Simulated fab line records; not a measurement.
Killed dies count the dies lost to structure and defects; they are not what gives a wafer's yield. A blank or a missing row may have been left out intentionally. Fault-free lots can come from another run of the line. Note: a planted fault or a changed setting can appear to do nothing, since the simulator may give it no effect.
Chamber matching    flow n5-finfet    4 sister chambers for N5_HKMG_FIN_ETCH_67 on rie-diel-06
The step etches SOC in N2/H2, stops on TiN, target depth 388.9 nm. 14 wafers are shown with their chamber, then 7 later ones without.

== WAFERS, EACH WITH ITS CHAMBER ==
wafer   chamber  showerhead-plenum-p-Torr (Torr)  drypump-motor-current-A (A)  throttle-valve-pct (%)
L075.1  0        2.53                             5.9                          18.21
L075.3  3        2.71                             5.8                          17.61
L075.6  1        2.41                             5.9                          18.48
L077.1  2        2.43                             5.1                          18.14
L077.3  3        2.71                             5.8                          17.63
L077.6  3        2.71                             5.8                          17.62
L082.1  1        2.41                             5.9                          18.49
L082.5  0        2.52                             5.8                          18.24
L082.6  1        2.41                             5.9                          18.49
L084.2  0        2.52                             5.8                          18.25
L084.4  1        2.41                             5.9                          18.52
L084.5  3        2.71                             5.8                          17.67
L088.1  0        2.51                             5.8                          18.29
L088.4  3        2.70                             5.8                          17.66

SIGNATURES, as means of the wafers listed above
reading                   chamber 0  chamber 1  chamber 2  chamber 3  scatter within a chamber
showerhead-plenum-p-Torr  2.5200     2.4100     2.4300     2.7080     0.00529
drypump-motor-current-A   5.825      5.900      5.100      5.800      0.0274
throttle-valve-pct        18.2475    18.4950    18.1400    17.6380    0.0262
Rule: a wafer's distance from a chamber is the root of the sum, over the readings, of the square of ((its reading less the chamber's mean) divided by the reading's scatter). The wafer belongs to the nearest chamber; if the next one is less than 2 further off, it can't be placed. How the scatter is found: for the shown wafers, subtract from each reading the mean of its chamber, square and add these, divide the total by (wafers less chambers), then take the root.

== WAFERS WITHOUT THEIR CHAMBER ==
wafer   showerhead-plenum-p-Torr (Torr)  drypump-motor-current-A (A)  throttle-valve-pct (%)
L088.6  2.40                             5.9                          18.52
L091.2  2.51                             5.8                          18.28
L091.4  2.70                             5.8                          17.66
L091.6  2.42                             5.1                          18.18
L094.1  2.51                             5.9                          18.29
L094.3  2.72                             5.9                          18.11
L094.4  2.42                             5.1                          18.20

== WHICH CHAMBER EACH WENT THROUGH ==
wafer    from the rows above   in truth
L088.6   1                     1
L091.2   0                     0
L091.4   3                     3
L091.6   2                     2
L094.1   0                     0
L094.3   3                     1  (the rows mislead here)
L094.4   2                     2
Correctly placed: 6 of 7. Can't be placed from these rows: 0. Placed wrongly: 1.
